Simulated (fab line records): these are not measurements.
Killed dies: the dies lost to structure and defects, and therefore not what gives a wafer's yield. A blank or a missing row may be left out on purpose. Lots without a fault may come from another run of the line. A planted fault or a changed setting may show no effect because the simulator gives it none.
A struck lot beside a sound one + flow nand harc + 13 out of 1302 route steps
Sound: the wafers L765.4, L765.5, L765.6. The struck wafers were L754.3, L754.5, L754.6. The cause is given at the end.
Order at every step that has rows: each side's tool, ch and its chambers, its first start. Under that, the readings that differ: sound wafers + struck wafers + difference of the means + sigmas: that difference in standard deviations of wafers without a fault.
alike: readings whose means differ by less than 2 such deviations, and words and numbers that are the same on both sides. not compared: withheld readings, readings that some wafer has no value for, bounds like >300 that may hide the same value, and numbers for which the record gives no deviation and whose values overlap.
The two part at a step that has a row with sigmas, a row that says differs or no value, or rows on one side only. Numbers that don't overlap but have no deviation are shown without sigmas and don't part them. A reading that every wafer of one side lacks parts them only if that side has two wafers or more.

NHARC_P_M1_DEGAS_29: time 60 s.
  sound: pvd sputter-03 at day 13 03:11; struck: pvd sputter-02 at day 8 10:55
| reading            | sound       | struck      | difference | sigmas |
|--------------------|-------------|-------------|------------|--------|
| heater power w (W) | 407 389 404 | 342 307 303 | -83        | -2     |
NHARC_P_M1_PRE_CLEAN_30: time 30 s.
  sound on pvd sputter-03; struck on pvd sputter-02
  alike: heater power w
NHARC_P_M1_PVD_20: deposits TaN, target thk 5 nm, time 8.06 s.
  sound on pvd sputter-03; struck on pvd sputter-02
  alike: bias v, throttle valve pct
then, 3 steps without rows for these wafers: NHARC_P_M1_PVD_21 (deposits Cu, target thk 30 nm, time 20.49 s); NHARC_P_M1_ECD_22 (material Cu, target thk 400 nm); NHARC_P_M1_ANNEAL_31 (time 90 s).
NHARC_P_M1_CMP_23: polishes, t overpolish 20 s, target thk 157.82 nm.
  sound on cmp-01 ch 1,2, day 13 04:16; struck on cmp-02 ch 0,1, day 8 12:01
| reading                | sound    | struck   | difference | sigmas |
|------------------------|----------|----------|------------|--------|
| time to endpoint s (s) | 24 25 16 | 31 31 33 | +10        | +3     |
  alike: motor current A
  not compared: pad life wafers
NHARC_P_M1_THK_MEAS_24: measures by xrf.
  sound: film metro-02 at day 13 04:34; struck: film metro-01 at day 8 12:19
| reading     | sound             | struck            | difference | sigmas |
|-------------|-------------------|-------------------|------------|--------|
| thk nm (nm) | 156.9 157.1 154.5 | 161.0 159.6 159.5 | +3.9       | +2     |
following that, these wafers have no rows for 1 step: NHARC_P_M1_SRD_25.
NHARC_P_M1_INSPECT_27:
  sound: defect inspect-01 at day 13 04:44; struck: defect inspect-01 at day 8 12:28
  alike: raw defect count
NHARC_P_M1_PRE_CLEAN_32: time 12 s.
  sound on pecvd-03 ch 0,1,2, day 13 04:50; struck on pecvd-01 ch 0,2, day 8 12:35
  alike: heater power outer w, heater power w
NHARC_P_M1_DEP_33: deposits SiCN, target thk 30 nm.
  sound on pecvd-03 ch 0,1,2, day 13 05:01; struck on pecvd-01 ch 0,2, day 8 12:50
  no value came back on the struck wafers for chamber pressure Torr (Torr), heater power outer w (W), heater power w (W); on the sound wafers chamber pressure Torr (Torr) reads 2.994 3.001 3.005
then, 1 step without rows for these wafers: NHARC_P_M2_DEP_00 (deposits SiOC, target thk 182.5 nm).

== WHERE THEY PART ==
First at NHARC_P_M1_DEGAS_29; last, within this record, at NHARC_P_M1_DEP_33.

WHY: the cause the simulator had injected
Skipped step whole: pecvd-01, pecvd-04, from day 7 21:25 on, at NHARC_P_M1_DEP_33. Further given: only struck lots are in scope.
